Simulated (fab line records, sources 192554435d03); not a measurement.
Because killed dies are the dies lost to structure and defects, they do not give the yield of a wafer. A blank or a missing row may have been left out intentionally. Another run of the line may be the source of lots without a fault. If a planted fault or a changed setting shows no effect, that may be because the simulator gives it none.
Which tool was responsible?    flow n5 finfet    24 lots with 72 wafers sampled at 3 steps, on a route of 1938 steps

WHAT THE GAUGES READ, wafer by wafer
N5_BEOL_M9_CD_MEAS_28: target cd 70 nm.
lot   measured      on         cd nm (nm)
L075  day 12 10:49  cd sem-03  70.06 69.56 69.85
L076  day 12 20:15  cd sem-03  69.84 69.70 69.52
L074  day 12 20:13  cd sem-01  69.46 69.59 69.84
L078  day 12 23:22  cd sem-03  69.94 70.05 70.03
L077  day 13 09:02  cd sem-01  70.21 69.63 69.71
L079  day 13 13:04  cd sem-01  69.63 69.55 69.85
L081  day 14 08:51  cd sem-03  69.93 69.72 70.28
L084  day 14 18:50  cd sem-02  69.98 70.27 70.08
L082  day 15 00:50  cd sem-01  69.73 69.90 70.05
L080  day 15 09:05  cd sem-02  69.78 69.88 70.27
L083  day 15 09:08  cd sem-03  70.05 69.65 69.74
L087  day 15 13:53  cd sem-02  69.94 69.82 69.89
L085  day 16 03:11  cd sem-01  69.92 69.91 70.10
L088  day 16 06:40  cd sem-02  69.84 69.97 70.10
L090  day 17 04:06  cd sem-02  70.11 70.23 69.48
L091  day 17 04:16  cd sem-02  70.20 69.85 69.84
L089  day 17 03:56  cd sem-01  70.30 69.93 69.76
L093  day 17 06:56  cd sem-03  70.16 69.93 69.76
L086  day 17 11:12  cd sem-02  69.96 69.93 69.93
L095  day 17 11:09  cd sem-03  70.21 70.03 69.48
L092  day 18 01:19  cd sem-02  70.34 69.72 70.14
L094  day 18 02:17  cd sem-02  70.18 70.00 69.84
L097  day 18 07:26  cd sem-03  69.63 70.04 70.24
L096  day 18 09:40  cd sem-03  69.99 70.09 70.33

N5_BEOL_M9_OVL_MEAS_29.
lot   measured      on          V8_OVL (nm)
L075  day 12 10:52  overlay-01  0.6 0.1 0.3
L076  day 12 20:17  overlay-01  -0.3 0.2 0.2
L074  day 12 20:14  overlay-01  0.7 -0.1 0.2
L078  day 12 23:23  overlay-01  -0.9 -1.1 -1.4
L077  day 13 09:04  overlay-01  -0.8 -0.1 0.1
L079  day 13 13:07  overlay-01  0.3 0.3 0.2
L081  day 14 08:53  overlay-01  -0.2 -0.1 0.9
L084  day 14 18:52  overlay-02  -0.8 -0.1 0.6
L082  day 15 00:53  overlay-01  -0.3 -0.6 -1.3
L080  day 15 09:07  overlay-02  -0.6 -0.2 -0.5
L083  day 15 09:10  overlay-02  -0.8 -0.6 -0.6
L087  day 15 13:55  overlay-02  -0.3 -0.5 -0.3
L085  day 16 03:13  overlay-01  -1.5 -0.3 0.0
L088  day 16 06:42  overlay-01  -0.1 -0.1 0.1
L090  day 17 04:08  overlay-02  0.4 -0.4 0.7
L091  day 17 04:18  overlay-02  0.2 -0.7 0.7
L089  day 17 03:58  overlay-02  0.2 -0.5 -1.6
L093  day 17 06:59  overlay-02  0.5 -0.3 -0.8
L086  day 17 11:14  overlay-02  0.1 0.3 1.5
L095  day 17 11:11  overlay-02  0.1 0.3 -0.6
L092  day 18 01:21  overlay-02  -0.5 0.0 -0.5
L094  day 18 02:19  overlay-02  0.0 -0.3 -0.2
L097  day 18 07:29  overlay-02  -0.3 0.5 0.1
L096  day 18 09:42  overlay-02  0.1 0.3 0.5

EACH LOT AND THE TOOL THAT RAN IT (in order: tool; ch and the chambers of the sampled wafers; start)
lot   N5_BEOL_M9_ETCH_62
L075  rie diel-06 ch 2,3, day 12 09:55
L076  rie diel-06 ch 0,1,2, day 12 18:35
L074  rie diel-06 ch 1,2, day 12 18:51
L078  rie diel-01 ch 1,3, day 12 22:29
L077  rie diel-01 ch 0,1,2, day 13 07:16
L079  rie diel-04 ch 2,3, day 13 11:20
L081  rie diel-01 ch 0,1,3, day 14 07:35
L084  rie diel-04 ch 1,2,3, day 14 18:07
L082  rie diel-06 ch 0,3, day 14 23:45
L080  rie diel-04 ch 0,1, day 15 07:00
L083  rie diel-01 ch 0,1,2, day 15 07:17
L087  rie diel-01 ch 1,2,3, day 15 11:28
L085  rie diel-04 ch 0,1,3, day 16 01:07
L088  rie diel-01 ch 0,1,3, day 16 04:17
L090  rie diel-01 ch 1,2,3, day 17 01:27
L091  rie diel-06 ch 1,2,3, day 17 01:39
L089  rie diel-01 ch 0,1,2, day 17 01:42
L093  rie diel-01 ch 0,2,3, day 17 05:46
L086  rie diel-04 ch 0,2,3, day 17 08:39
L095  rie diel-01 ch 1,2,3, day 17 09:21
L092  rie diel-06 ch 1,2, day 17 21:06
L094  rie diel-06 ch 0,1,3, day 18 01:08
L097  rie diel-06 ch 0,1,2, day 18 06:31
L096  rie diel-01 ch 0,1, day 18 08:11
- N5_BEOL_M9_ETCH_62: etches SOC in N2/H2, target depth 110 nm, overetch 22 nm, time 165 s.

AS READ BY THE TOOLS THEMSELVES (means over the sampled wafers that have a number; for cases with no such wafer, the mark the record gives instead)
N5_BEOL_M9_ETCH_62.
lot   tool         drypump motor current A (A)  oes product au (a.u.)  rf vpp V (V)  showerhead plenum p Torr (Torr)  throttle valve pct (%)
L075  rie diel-06  5.9                          0.69                   520           2.42                             17.5
L076  rie diel-06  5.6                          0.78                   524           2.56                             17.4
L074  rie diel-06  5.5                          0.82                   524           2.60                             17.4
L078  rie diel-01  6.3                          0.64                   524           2.58                             18.1
L077  rie diel-01  6.1                          0.67                   522           2.47                             17.9
L079  rie diel-04  5.7                          0.72                   522           2.51                             17.7
L081  rie diel-01  6.2                          0.64                   522           2.48                             18.1
L084  rie diel-04  5.8                          0.72                   524           2.54                             17.8
L082  rie diel-06  6.2                          0.65                   519           2.37                             17.4
L080  rie diel-04  6.1                          0.69                   524           2.56                             17.9
L083  rie diel-01  6.1                          0.67                   521           2.46                             17.9
L087  rie diel-01  6.2                          0.65                   525           2.56                             17.9
L085  rie diel-04  5.8                          0.67                   525           2.56                             17.8
L088  rie diel-01  6.1                          0.63                   521           2.47                             18.2
L090  rie diel-01  6.2                          0.65                   524           2.55                             17.9
L091  rie diel-06  5.8                          0.71                   522           2.49                             17.5
L089  rie diel-01  6.1                          0.66                   522           2.46                             17.9
L093  rie diel-01  6.2                          0.65                   523           2.52                             18.0
L086  rie diel-04  5.6                          0.66                   523           2.51                             17.8
L095  rie diel-01  6.2                          0.65                   524           2.55                             18.0
L092  rie diel-06  5.5                          0.75                   525           2.58                             17.4
L094  rie diel-06  6.0                          0.69                   521           2.45                             17.4
L097  rie diel-06  5.6                          0.72                   524           2.54                             17.4
L096  rie diel-01  6.1                          0.62                   520           2.40                             18.1

THE ANSWER, worked out from the rows above alone
Rule: the usual values come from the lots themselves. The widest of any qualifying gaps counts: lots, ordered by their means at a reading, are off when they make up no more than a third of the lots, leave a main group of 4 or more, and stand apart from it by 3 or more times the standard deviation of that group's means. A main group is skipped when, at the precision printed for the reading in the tables above, its means are all equal. Also off: a lot with no number at a reading for which 4 or more lots have one. Where the step has rows for the other lots, those lots are counted as sound. The gauges are gone through in route order, then the tools' own readings, and for those a lot's mean is taken as printed above. The first step at which some lot is off is used, and at that step the reading that is off furthest; a lot without a number counts as furthest.
No lot is off on any of the readings shown, so nothing can be concluded from this.

WHAT THE SIMULATOR HAD PUT IN
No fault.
